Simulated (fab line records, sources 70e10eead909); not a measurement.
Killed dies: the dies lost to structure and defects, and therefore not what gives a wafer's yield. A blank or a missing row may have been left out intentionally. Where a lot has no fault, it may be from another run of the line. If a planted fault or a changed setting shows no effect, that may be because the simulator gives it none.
What tool caused it? + flow nandHarc + 11 lots with 33 wafers sampled at 4 steps, on a route of 1302 steps

== WHAT THE GAUGES SHOWED, per wafer ==
NHARC_A_ONON_D2_THK_MEAS_02: measures by ellipsometry.
| lot  | measured     | on           | thkNm (nm)     |
|------|--------------|--------------|----------------|
| L668 | day 12 10:04 | filmMetro-01 | 987 989 989    |
| L669 | day 12 20:18 | filmMetro-02 | 997 995 997    |
| L670 | day 12 20:18 | filmMetro-01 | 994 994 996    |
| L671 | day 13 10:08 | filmMetro-02 | 992 993 991    |
| L672 | day 14 00:27 | filmMetro-02 | 982 980 980    |
| L673 | day 14 12:34 | filmMetro-01 | 1014 1017 1015 |
| L674 | day 14 19:13 | filmMetro-01 | 1005 1003 1004 |
| L684 | day 19 05:00 | filmMetro-02 | 740 988 990    |
| L685 | day 19 10:36 | filmMetro-01 | 766 1013 1016  |
| L686 | day 20 05:25 | filmMetro-02 | 1003 1001 1002 |
| L689 | day 21 11:24 | filmMetro-01 | 1007 1006 1008 |

== EACH LOT AND THE TOOL THAT RAN IT (in order: tool; ch and the chambers of the sampled wafers; start) ==
| lot  | NHARC_A_CHANNEL_FILL_D1_ETCHBACK_20 | NHARC_A_CHANNEL_FILL_D1_STRIP_29             | NHARC_A_ONON_D2_DEP_00          |
|------|-------------------------------------|----------------------------------------------|---------------------------------|
| L668 | rieDiel-03 ch 1,2,3, day 9 21:28    | rieDiel-09 ch 1,2,3, day 12 09:34 or earlier | pecvdOnon-03 ch 0, day 12 09:34 |
| L669 | rieDiel-03 ch 0,2,3, day 10 13:14   | rieDiel-03 ch 1,2,3, day 12 19:47 or earlier | pecvdOnon-03 ch 0, day 12 19:47 |
| L670 | rieDiel-09 ch 0,3, day 10 13:15     | rieDiel-08 ch 0,2,3, day 12 19:54 or earlier | pecvdOnon-01 ch 0, day 12 19:54 |
| L671 | rieDiel-08 ch 0,1,2, day 10 22:02   | rieDiel-03 ch 1,2,3, day 13 09:38 or earlier | pecvdOnon-01 ch 0, day 13 09:38 |
| L672 | rieDiel-08 ch 0,1, day 11 12:46     | rieDiel-09 ch 0,2,3, day 12 08:55            | pecvdOnon-03 ch 0, day 13 23:56 |
| L673 | rieDiel-03 ch 1,2,3, day 11 20:27   | rieDiel-08 ch 2,3, day 14 12:14 or earlier   | pecvdOnon-01 ch 0, day 14 12:14 |
| L674 | rieDiel-08 ch 1,2,3, day 12 03:56   | rieDiel-09 ch 0,2,3, day 14 18:43 or earlier | pecvdOnon-01 ch 0, day 14 18:43 |
| L684 | rieDiel-03 ch 1,2, day 16 16:32     | rieDiel-03 ch 0,1, day 17 10:13              | pecvdOnon-01 ch 0, day 19 04:33 |
| L685 | rieDiel-03 ch 0,1,3, day 17 01:17   | rieDiel-03 ch 0,1,3, day 17 18:54            | pecvdOnon-01 ch 0, day 19 10:05 |
| L686 | rieDiel-08 ch 1,2, day 17 10:59     | rieDiel-08 ch 1,2, day 20 04:54 or earlier   | pecvdOnon-04 ch 0, day 20 04:54 |
| L689 | rieDiel-03 ch 2,3, day 18 22:14     | rieDiel-09 ch 0,2,3, day 21 10:53 or earlier | pecvdOnon-04 ch 0, day 21 10:53 |
- NHARC_A_CHANNEL_FILL_D1_ETCHBACK_20: etches the open film in C4F8/O2/Ar, target depth 27 nm, time 13.5 s.
- NHARC_A_CHANNEL_FILL_D1_STRIP_29: strips in O2, time 20 s.
- NHARC_A_ONON_D2_DEP_00: target thk 1000 nm.

== THE ANSWER, worked out from the rows above alone ==
Rule: the lots themselves supply what counts as usual. Put in order of their means at a reading, lots are off if they are a third of the lots or fewer, leave a main group of 4 or more, and stand apart from it by a gap of 3 or more times the standard deviation of the main group's means; of several such gaps the widest counts. A main group whose means are all the same, to the digits that the tables above print for the reading, isn't used. A lot without any number at a reading at which 4 lots or more have one is off too. Where the step has rows for the other lots, those lots are counted as sound.
Off: L684, L685, at NHARC_A_ONON_D2_THK_MEAS_02 (thkNm). The main group has a mean of 998 nm with a standard deviation of 9.9.
A tool fits if, at a process step before that reading, it ran every lot that is off, and no sound lot after the first of them. The gauges at NHARC_A_ONON_D2_THK_MEAS_02 are tried like those tools. Because NHARC_A_CHANNEL_FILL_D1_STRIP_29 lacks a start for some lots, the hours and order of its lots are taken from NHARC_A_ONON_D2_DEP_00. Can't be told from this: 2 tools fit, rieDiel-03 at NHARC_A_CHANNEL_FILL_D1_STRIP_29, pecvdOnon-01 at NHARC_A_ONON_D2_DEP_00.

== WHAT THE SIMULATOR HAD PUT IN ==
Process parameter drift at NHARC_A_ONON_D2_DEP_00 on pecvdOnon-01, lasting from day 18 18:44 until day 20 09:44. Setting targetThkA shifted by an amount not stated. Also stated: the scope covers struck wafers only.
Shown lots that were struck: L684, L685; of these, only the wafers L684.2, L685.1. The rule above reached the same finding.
